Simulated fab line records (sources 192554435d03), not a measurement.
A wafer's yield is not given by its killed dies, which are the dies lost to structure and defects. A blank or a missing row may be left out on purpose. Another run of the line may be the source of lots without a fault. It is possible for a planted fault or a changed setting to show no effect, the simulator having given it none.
Chamber matching | flow n5-finfet | N5_BEOL_M9_ALD_74 on ald-metal-01 has 4 sister chambers
The step deposits TaN, target thk 2 nm, pulse time 2 s, purge time 3 s. 8 wafers are shown with their chamber, then 10 later ones without.

== WAFERS WITH THEIR CHAMBER ==
wafer  | chamber | heater-power-w (W) | precursor-vessel-carrier-sccm (sccm)
L076.1 | 1       | 527                | 1002.6
L081.1 | 1       | 532                | 999.0
L081.6 | 2       | 478                | 1000.6
L082.1 | 3       | 493                | 995.0
L082.4 | 2       | 483                | 1002.3
L082.5 | 0       | 420                | 1001.3
L084.1 | 0       | 407                | 999.4
L084.4 | 3       | 481                | 998.5

== WAFERS MISSING THEIR CHAMBER ==
wafer  | heater-power-w (W) | precursor-vessel-carrier-sccm (sccm)
L084.5 | 408                | 1000.7
L087.3 | 414                | 997.4
L087.4 | 528                | 996.7
L087.6 | 405                | 992.8
L092.1 | 534                | 1002.4
L092.2 | 486                | 1002.6
L092.3 | 486                | 999.9
L097.1 | 453                | 1008.1
L097.4 | 448                | 1000.1
L097.6 | 462                | 1002.9

== EACH ONE'S CHAMBER ==
wafer  | from the rows above          | in truth
L084.5 | 0                            | 0
L087.3 | 0                            | 0
L087.4 | 1                            | 1
L087.6 | 0                            | 0
L092.1 | 1                            | 1
L092.2 | can't be placed: 2 or 3      | 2
L092.3 | can't be placed: 2 or 3      | 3
L097.1 | can't be placed: 2 or 0      | 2
L097.4 | can't be placed: 2 or 0 or 3 | 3
L097.6 | can't be placed: 2 or 3      | 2
Correct placement for 5 of the 10. Unplaceable from these rows: 5, with the true chamber sitting among the candidates in 5. Wrongly placed: 0.
How it was worked out, from the rows above alone: a wafer's distance from a chamber is the root of the sum, over the readings, of the square of ((its reading less the chamber's mean) divided by the reading's scatter). The wafer belongs to the nearest chamber; if the next one is less than 2 further off, it can't be placed. Each chamber's mean is taken over the wafers shown for it. The scatter is the square root of a quotient: the sum, over the shown wafers, of each reading's squared deviation from its chamber's mean, divided by wafers minus chambers.
